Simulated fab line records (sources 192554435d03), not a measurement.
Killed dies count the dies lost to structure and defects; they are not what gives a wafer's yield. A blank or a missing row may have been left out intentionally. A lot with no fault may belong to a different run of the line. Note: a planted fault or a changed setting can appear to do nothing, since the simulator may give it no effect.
Chamber matching ; flow n5 finfet ; 4 sister chambers for N5_PMOS_HMC_CHANNEL_EPI_DESCUM_14 on rie diel-06
The step chemistry O2, time 7.9 s. 14 wafers are shown with their chamber, then 7 later ones without.

== WAFERS PAIRED WITH THEIR CHAMBERS ==
wafer;chamber;showerhead plenum p Torr (Torr);throttle valve pct (%);drypump motor current A (A)
L076.1;1;1.96;20.85;5.9
L076.2;2;2.02;20.72;5.9
L076.3;0;2.21;20.39;5.8
L076.4;3;1.98;20.28;5.3
L076.5;1;1.96;20.87;5.9
L076.6;0;2.21;20.37;5.8
L081.1;0;2.20;20.38;5.7
L081.4;1;1.95;20.87;5.9
L081.6;1;1.95;20.88;5.9
L083.2;3;1.98;20.29;5.3
L083.5;0;2.20;20.39;5.7
L083.6;1;1.95;20.90;5.9
L086.1;1;1.95;20.89;5.9
L086.4;0;2.20;20.41;5.7

SIGNATURES (averages over the wafers above)
reading;chamber 0;chamber 1;chamber 2;chamber 3;scatter within a chamber
showerhead plenum p Torr;2.2040;1.9533;2.0200;1.9800;0.00503
throttle valve pct;20.3880;20.8767;20.7200;20.2850;0.0157
drypump motor current A;5.740;5.900;5.900;5.300;0.0346
Rule: a wafer lies at a distance from a chamber equal to the root of the sum of squares, over the readings, of (its reading less the chamber's mean, divided by the reading's scatter). The wafer belongs to the nearest chamber; if the next one is less than 2 further off, it can't be placed. The scatter is the square root of a quotient: the sum, over the shown wafers, of each reading's squared deviation from its chamber's mean, divided by wafers minus chambers.

== WAFERS MISSING THEIR CHAMBER ==
wafer;showerhead plenum p Torr (Torr);throttle valve pct (%);drypump motor current A (A)
L086.5;2.02;20.74;5.9
L089.1;2.01;20.77;5.9
L089.2;2.20;20.42;5.7
L089.4;2.20;20.41;5.7
L095.2;2.01;20.76;5.8
L095.3;1.95;20.91;5.9
L095.6;1.97;20.32;5.3

== CHAMBER TAKEN BY EACH ==
wafer;from the rows above;in truth
L086.5;2;2
L089.1;2;2
L089.2;0;0
L089.4;0;0
L095.2;2;2
L095.3;1;1
L095.6;3;3
7 of 7 placed correctly. Can't be placed from these rows: 0. 0 placed wrongly.
